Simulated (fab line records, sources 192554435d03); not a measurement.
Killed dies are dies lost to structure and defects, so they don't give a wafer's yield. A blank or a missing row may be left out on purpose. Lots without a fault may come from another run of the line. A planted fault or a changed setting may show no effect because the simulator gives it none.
Split-lot experiment | flow n5_finfet | 7 lots, 39 wafers read, on a route of 1938 steps

THE SPLIT
At N5_BEOL_M14_ETCH_68 (etches SOC in N2/H2, time 450 s), the setting target_depth_a was moved away from the recipe's 9000 angstrom on 12 of the 39 wafers read, by -53.8% to +54.7%. The other wafers ran this setting at the recipe's value.

The reading is taken at the split's own step.

THE READING
SiARC_of_BEOL_M14_COAT_66.thk_nm (the simulator's own value, which no gauge read), in nm, at N5_BEOL_M14_ETCH_68 (etches SOC in N2/H2, time 450 s). The file gives no usual value for it. The 27 wafers here that ran the recipe average 65.5 nm, standard deviation 0.75 nm.

wafer  | tool, chamber at the split | target_depth_a as run, angstrom | against the recipe | SiARC_of_BEOL_M14_COAT_66.thk_nm, nm | against lot-mates on the recipe
L078.1 | rie_diel-02, 1             | 9000                            | recipe             | 65.6                                 | -
L078.2 | rie_diel-02, 0             | 9000                            | recipe             | 67.6                                 | -
L078.4 | rie_diel-02, 3             | 9000                            | recipe             | 64                                   | -
L080.1 | rie_diel-02, 0             | 9000                            | recipe             | 66.8                                 | -
L080.2 | rie_diel-02, 2             | 13920                           | +54.7%             | 41.6                                 | -24.0
L080.6 | rie_diel-02, 2             | 13920                           | +54.7%             | 41.6                                 | -24.0
L080.3 | rie_diel-02, 3             | 9000                            | recipe             | 64.6                                 | -
L080.4 | rie_diel-02, 1             | 9000                            | recipe             | 65.4                                 | -
L080.5 | rie_diel-02, 3             | 13920                           | +54.7%             | 40.4                                 | -25.2
L081.1 | rie_diel-03, 0             | 9000                            | recipe             | 65.2                                 | -
L081.6 | rie_diel-03, 0             | 9000                            | recipe             | 65.2                                 | -
L081.2 | rie_diel-03, 2             | 5653                            | -37.2%             | 81.8                                 | +16.1
L081.3 | rie_diel-03, 3             | 5653                            | -37.2%             | 81.4                                 | +15.7
L081.4 | rie_diel-03, 1             | 5653                            | -37.2%             | 82.4                                 | +16.7
L081.5 | rie_diel-03, 1             | 9000                            | recipe             | 66.6                                 | -
L084.1 | rie_diel-02, 3             | 4504                            | -50.0%             | 87                                   | +22.1
L084.2 | rie_diel-02, 2,3           | 9000                            | recipe             | 64.6                                 | -
L084.4 | rie_diel-02, 2,3           | 9000                            | recipe             | 64.6                                 | -
L084.3 | rie_diel-02, 1             | 9000                            | recipe             | 65.6                                 | -
L084.5 | rie_diel-02, 2             | 4504                            | -50.0%             | 86.8                                 | +21.9
L084.6 | rie_diel-02, 1             | 4504                            | -50.0%             | 87.6                                 | +22.7
L088.1 | rie_diel-06, 1             | 9000                            | recipe             | 65.6                                 | -
L088.2 | rie_diel-06, 2             | 4154                            | -53.8%             | 89                                   | +23.7
L088.3 | rie_diel-06, 3             | 9000                            | recipe             | 65.4                                 | -
L088.4 | rie_diel-06, 0             | 4154                            | -53.8%             | 90.2                                 | +24.9
L088.5 | rie_diel-06, 3             | 9000                            | recipe             | 65                                   | -
L088.6 | rie_diel-06, 2             | 4154                            | -53.8%             | 89.2                                 | +23.9
L094.1 | rie_diel-06, 1,3           | 9000                            | recipe             | 65.4                                 | -
L094.3 | rie_diel-06, 1,3           | 9000                            | recipe             | 65.4                                 | -
L094.2 | rie_diel-06, 2,3,2         | 9000                            | recipe             | 65.2                                 | -
L094.5 | rie_diel-06, 2,3,2         | 9000                            | recipe             | 65.2                                 | -
L094.6 | rie_diel-06, 2,3,2         | 9000                            | recipe             | 65.2                                 | -
L094.4 | rie_diel-06, 0             | 9000                            | recipe             | 66.2                                 | -
L093.1 | rie_diel-06, 0             | 9000                            | recipe             | 66.6                                 | -
L093.2 | rie_diel-06, 1             | 9000                            | recipe             | 65.8                                 | -
L093.3 | rie_diel-06, 3             | 9000                            | recipe             | 65.2                                 | -
L093.4 | rie_diel-06, 2             | 9000                            | recipe             | 65.4                                 | -
L093.6 | rie_diel-06, 2             | 9000                            | recipe             | 65.4                                 | -
L093.5 | rie_diel-06, 3             | 9000                            | recipe             | 64.8                                 | -
Where a row lists several chambers, the file gives one row for several wafers and doesn't say which wafer went through which chamber.

THE FIT
A straight line over all 39 wafers: SiARC_of_BEOL_M14_COAT_66.thk_nm changes by -0.442 nm for each +1% of target_depth_a; r = -1.00; the points scatter about the line by 0.71 nm.
The same after taking each lot's own level away (the mean of its wafers on the recipe; 39 wafers): -0.445 nm for each +1%; r = -1.00; scatter 0.68 nm.
On that fit, the largest move of target_depth_a shifts the reading by 24 nm.
The lots' own levels span 64.93 to 65.73 nm, that is 1.1 times the standard deviation above.
So the lot-to-lot level changes the slope little: the two slopes agree.
Check: with one of the wafers moved furthest among these (+54.7%) left out of the fit, the line predicts -24.4 nm for it against its lot-mates. It came out at -24 nm against them.

OTHER SPLITS ON THESE WAFERS
These wafers also went through other splits before the reading. Each is held against what the fit with the lots' levels taken away leaves over:
other split on the same wafers | wafers away from the commonest value | r with SiARC_of_BEOL_M14_COAT_66.thk_nm (lot level and that fit taken away)
N5_BEOL_M8_DESCUM_33 time_s    | 12                                   | -0.02
N5_BEOL_M10_ILD_DEP_00 time_s  | 12                                   | -0.03
N5_BEOL_M11_ALD_74 ald_cycles  | 15                                   | +0.01

THE FILE'S OWN FIT
SiARC_of_BEOL_M14_COAT_66.thk_nm changes by -0.445 nm for each +1% of target_depth_a, r = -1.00.
